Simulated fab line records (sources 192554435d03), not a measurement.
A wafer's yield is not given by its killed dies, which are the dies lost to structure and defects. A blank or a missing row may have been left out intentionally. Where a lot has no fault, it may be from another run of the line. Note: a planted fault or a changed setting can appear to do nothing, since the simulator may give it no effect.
The tool behind it: which one?    flow n5Finfet    9 lots with 27 wafers sampled at 4 steps, on a route of 1938 steps

== WHAT THE GAUGES READ, wafer by wafer ==
N5_BEOL_M3_THK_MEAS_01.
lot   measured      on            M3_ILD_THK (nm)
L491  day 7 05:01   filmMetro-02  79.7 81.6 80.5
L492  day 7 06:48   filmMetro-01  78.3 79.8 79.2
L493  day 7 20:22   filmMetro-01  79.3 78.4 80.1
L497  day 9 04:01   filmMetro-02  105.3 106.5 80.2
L501  day 9 12:46   filmMetro-02  104.2 106.2 81.0
L504  day 12 02:14  filmMetro-02  78.6 79.5 80.4
L508  day 12 18:57  filmMetro-02  78.1 79.1 79.6
L511  day 12 22:07  filmMetro-02  76.2 78.9 79.6
L513  day 13 11:24  filmMetro-01  76.3 79.1 77.8

== EACH LOT AND THE TOOL THAT RAN IT (in order: tool; ch and the chambers of the sampled wafers; start) ==
lot   N5_BEOL_M2_SPUTTER_90        N5_BEOL_M2_ANNEAL_51             N5_BEOL_M3_ILD_DEP_00
L491  pvdSputter-01, day 7 03:07   rtpAnneal-02 ch 0, day 7 04:03   pecvd-03 ch 0,1, day 7 04:56
L492  pvdSputter-01, day 7 04:57   rtpAnneal-02 ch 0, day 7 05:53   pecvd-03 ch 0,2, day 7 06:44
L493  pvdSputter-03, day 7 18:32   rtpAnneal-02 ch 0, day 7 19:29   pecvd-02 ch 0,1, day 7 20:18
L497  pvdSputter-02, day 9 02:11   rtpAnneal-01 ch 0, day 9 03:05   pecvd-03 ch 1,2, day 9 03:57
L501  pvdSputter-01, day 9 10:56   rtpAnneal-01 ch 0, day 9 11:50   pecvd-03 ch 0,2, day 9 12:42
L504  pvdSputter-01, day 12 00:23  rtpAnneal-01 ch 0, day 12 01:17  pecvd-03 ch 0,2, day 12 02:09
L508  pvdSputter-02, day 12 17:05  rtpAnneal-01 ch 0, day 12 18:02  pecvd-03 ch 0,2, day 12 18:53
L511  pvdSputter-02, day 12 20:11  rtpAnneal-02 ch 0, day 12 21:08  pecvd-02 ch 0,1, day 12 22:02
L513  pvdSputter-03, day 13 09:32  rtpAnneal-02 ch 0, day 13 10:24  pecvd-02 ch 1,2, day 13 11:19
- N5_BEOL_M2_SPUTTER_90: material Cu, target thk 4.5 nm, time 8.29 s.
- N5_BEOL_M2_ANNEAL_51: time 90 s.
- N5_BEOL_M3_ILD_DEP_00: deposits SiOC from DEMS/O2, target thk 79 nm, time 15.3 s.

== THE ANSWER, worked out from the rows above alone ==
Rule: the lots themselves supply what counts as usual. Put in order of their means at a reading, lots are off if they are a third of the lots or fewer, leave a main group of 4 or more, and stand apart from it by a gap of 3 or more times the standard deviation of the main group's means; of several such gaps the widest counts. A main group is skipped when, at the precision printed for the reading in the tables above, its means are all equal. A lot without any number at a reading at which 4 lots or more have one is off too. Any other lot the step has rows for is counted as sound.
Off: at N5_BEOL_M3_THK_MEAS_01 (M3_ILD_THK), L497, L501. The main group: mean 79.1 nm, standard deviation 0.85.
If a tool, at a process step before that reading, ran all the lots that are off and no sound lot after the first of them, it fits. Those tools and the gauges at N5_BEOL_M3_THK_MEAS_01 are tried in the same way. None of those tried fits.

== WHAT WAS PUT IN BY THE SIMULATOR ==
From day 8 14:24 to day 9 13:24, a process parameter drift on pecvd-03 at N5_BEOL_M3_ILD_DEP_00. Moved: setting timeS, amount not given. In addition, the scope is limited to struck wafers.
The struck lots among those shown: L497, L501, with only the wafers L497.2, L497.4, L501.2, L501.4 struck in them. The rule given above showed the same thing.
